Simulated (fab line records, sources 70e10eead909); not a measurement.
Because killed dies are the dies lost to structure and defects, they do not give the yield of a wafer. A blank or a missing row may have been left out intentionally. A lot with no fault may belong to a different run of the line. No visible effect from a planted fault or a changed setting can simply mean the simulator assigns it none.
Comparing a struck lot with a sound one    flow nand harc    14 out of 1302 route steps
Sound: these wafers, L961.1, L961.4, L961.5. Struck: wafer L965.4. (L965.1, L965.3 of the same lot were not struck and are left out.) The cause comes at the end.
Each step with rows lists, per side, the tool, then ch with its chambers, then its first start. Under that, the readings that differ: sound wafers    struck wafers    difference of the means    sigmas: that difference in standard deviations of wafers without a fault.
alike: same words and numbers on both sides, and readings whose means sit less than 2 such deviations apart. not compared: any withheld reading, any reading some wafer has no value for, any bound like >300 that may hide the same value, and any number with overlapping values for which the record gives no deviation.
A row with sigmas, a row that says differs or no value, or rows on one side alone: a step with any of these is where the two part. Numbers that don't overlap but have no deviation are shown without sigmas and don't part them. Lack of a reading on every wafer of one side parts them only where that side has two or more wafers.

NHARC_A_DECK1_JOINT_CMP_02: polishes SiOx.
  sound on cmp-04 ch 0,2, day 12 13:00; struck on cmp-03 ch 3, day 14 02:44
reading              sound          struck  difference  sigmas
motor current A (A)  10.1 12.9 9.7  14.4    +3.5        +2
next, for these wafers, 1 step has no rows: NHARC_A_DECK1_JOINT_SRD_15.
NHARC_A_DECK1_JOINT_DEP_16: deposits SiO2, target thk 45 nm.
  sound on pecvd-03 ch 1,2, day 12 13:26; struck on pecvd-04 ch 2, day 14 03:07
reading                       sound              struck  difference  sigmas
chamber pressure Torr (Torr)  6.505 6.499 6.531  6.481   -0.031      -2
rf fwd power W (W)            893 894 899        903     +8          +2
  alike: heater power w, throttle valve pct
NHARC_A_DECK1_JOINT_THK_MEAS_17: measures by ellipsometry.
  sound: film metro-02 at day 12 13:39; struck: film metro-02 at day 14 03:24
reading      sound           struck  difference  sigmas
thk nm (nm)  41.9 45.6 43.8  46.8    +3.0        +3
NHARC_A_DECK1_JOINT_INSPECT_05:
  sound: defect inspect-01 at day 12 13:41; struck: defect inspect-01 at day 14 03:26
  alike: raw defect count
after that, 1 step with no rows for these wafers: NHARC_A_ONON_D2_DEP_00 (target thk 1000 nm).
NHARC_A_ONON_D2_THK_MEAS_02: measures by ellipsometry.
  sound: film metro-01 at day 12 14:25; struck: film metro-02 at day 14 04:01
  alike: thk nm
after that, 1 step with no rows for these wafers: NHARC_A_ONON_D2_DEP_03 (target thk 1000 nm).
NHARC_A_ONON_D2_THK_MEAS_05: measures by ellipsometry.
  sound: film metro-01 at day 12 14:59; struck: film metro-02 at day 14 04:35
reading      sound        struck  difference  sigmas
thk nm (nm)  988 990 989  1009    +20         +2
after that, 1 step with no rows for these wafers: NHARC_A_ONON_D2_DEP_06 (target thk 1000 nm).
NHARC_A_ONON_D2_THK_MEAS_08: measures by ellipsometry.
  sound: film metro-01 at day 12 15:33; struck: film metro-01 at day 14 05:08
  alike: thk nm
NHARC_A_ONON_D2_DEP_09: target thk 1000 nm.
  sound on pecvd onon-04 ch 0, day 12 15:37; struck on pecvd onon-02 ch 0, day 14 05:12
NHARC_A_ONON_D2_THK_MEAS_11: measures by ellipsometry.
  sound: film metro-02 at day 12 16:07; struck: film metro-01 at day 14 05:43
reading      sound        struck  difference  sigmas
thk nm (nm)  996 998 996  645     -352        -27
after that, 1 step with no rows for these wafers: NHARC_A_ONON_D2_DEP_12 (target thk 1000 nm).

## WHERE THEY PART
Earliest at NHARC_A_DECK1_JOINT_CMP_02; latest, in this record, at NHARC_A_ONON_D2_THK_MEAS_11.

WHY: what the simulator had put in
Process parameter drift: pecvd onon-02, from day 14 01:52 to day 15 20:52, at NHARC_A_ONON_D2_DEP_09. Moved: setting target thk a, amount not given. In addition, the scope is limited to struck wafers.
